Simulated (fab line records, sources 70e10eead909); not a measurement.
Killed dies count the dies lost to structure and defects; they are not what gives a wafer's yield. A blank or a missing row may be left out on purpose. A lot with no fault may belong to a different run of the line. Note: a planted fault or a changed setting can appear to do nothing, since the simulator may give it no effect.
Matching of chambers + flow nand_harc + 3 sister chambers for NHARC_P_M0_PRE_CLEAN_31 on pecvd-04
The step time 12 s. 20 wafers are shown with their chamber, then 10 later ones without.

WAFERS, EACH WITH ITS CHAMBER
| wafer  | chamber | heater_power_outer_w (W) | heater_power_w (W) |
|--------|---------|--------------------------|--------------------|
| L075.2 | 2       | 343                      | 609                |
| L075.3 | 1       | 374                      | 634                |
| L075.5 | 0       | 348                      | 615                |
| L082.2 | 0       | 304                      | 562                |
| L082.5 | 0       | 314                      | 545                |
| L082.6 | 1       | 445                      | 751                |
| L085.2 | 0       | 315                      | 571                |
| L085.3 | 2       | 282                      | 526                |
| L085.5 | 0       | 325                      | 571                |
| L084.4 | 2       | 326                      | 574                |
| L084.5 | 1       | 461                      | 772                |
| L084.6 | 0       | 305                      | 565                |
| L086.2 | 2       | 319                      | 582                |
| L086.3 | 0       | 367                      | 618                |
| L086.6 | 1       | 419                      | 708                |
| L087.3 | 2       | 310                      | 548                |
| L087.5 | 1       | 434                      | 738                |
| L087.6 | 2       | 309                      | 554                |
| L090.1 | 1       | 435                      | 742                |
| L090.2 | 0       | 356                      | 632                |

SIGNATURES (means of the wafers above)
| reading              | chamber 0 | chamber 1 | chamber 2 | scatter within a chamber |
|----------------------|-----------|-----------|-----------|--------------------------|
| heater_power_outer_w | 329.25    | 428.00    | 314.83    | 25.1                     |
| heater_power_w       | 584.88    | 724.17    | 565.50    | 37                       |
Rule: a wafer lies at a distance from a chamber equal to the root of the sum of squares, over the readings, of (its reading less the chamber's mean, divided by the reading's scatter). If the next closest chamber is less than 2 further off than the closest, the wafer can't be placed; otherwise it belongs to the closest. How the scatter is found: for the shown wafers, subtract from each reading the mean of its chamber, square and add these, divide the total by (wafers less chambers), then take the root.

WAFERS WITH NO CHAMBER GIVEN
| wafer  | heater_power_outer_w (W) | heater_power_w (W) |
|--------|--------------------------|--------------------|
| L090.6 | 356                      | 649                |
| L091.2 | 399                      | 713                |
| L091.3 | 333                      | 573                |
| L091.6 | 336                      | 569                |
| L093.2 | 341                      | 586                |
| L093.3 | 436                      | 761                |
| L093.4 | 447                      | 727                |
| L096.1 | 324                      | 578                |
| L096.3 | 395                      | 690                |
| L096.4 | 296                      | 539                |

THE CHAMBER EACH PASSED THROUGH
| wafer  | from the rows above          | in truth |
|--------|------------------------------|----------|
| L090.6 | can't be placed: 0 or 2 or 1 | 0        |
| L091.2 | 1                            | 1        |
| L091.3 | can't be placed: 0 or 2      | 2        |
| L091.6 | can't be placed: 0 or 2      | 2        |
| L093.2 | can't be placed: 0 or 2      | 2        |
| L093.3 | 1                            | 1        |
| L093.4 | 1                            | 1        |
| L096.1 | can't be placed: 0 or 2      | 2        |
| L096.3 | 1                            | 1        |
| L096.4 | can't be placed: 2 or 0      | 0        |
4 of 10 placed correctly. These rows do not allow placing 6 (true chamber among the candidates in 6). Placed wrongly: 0.
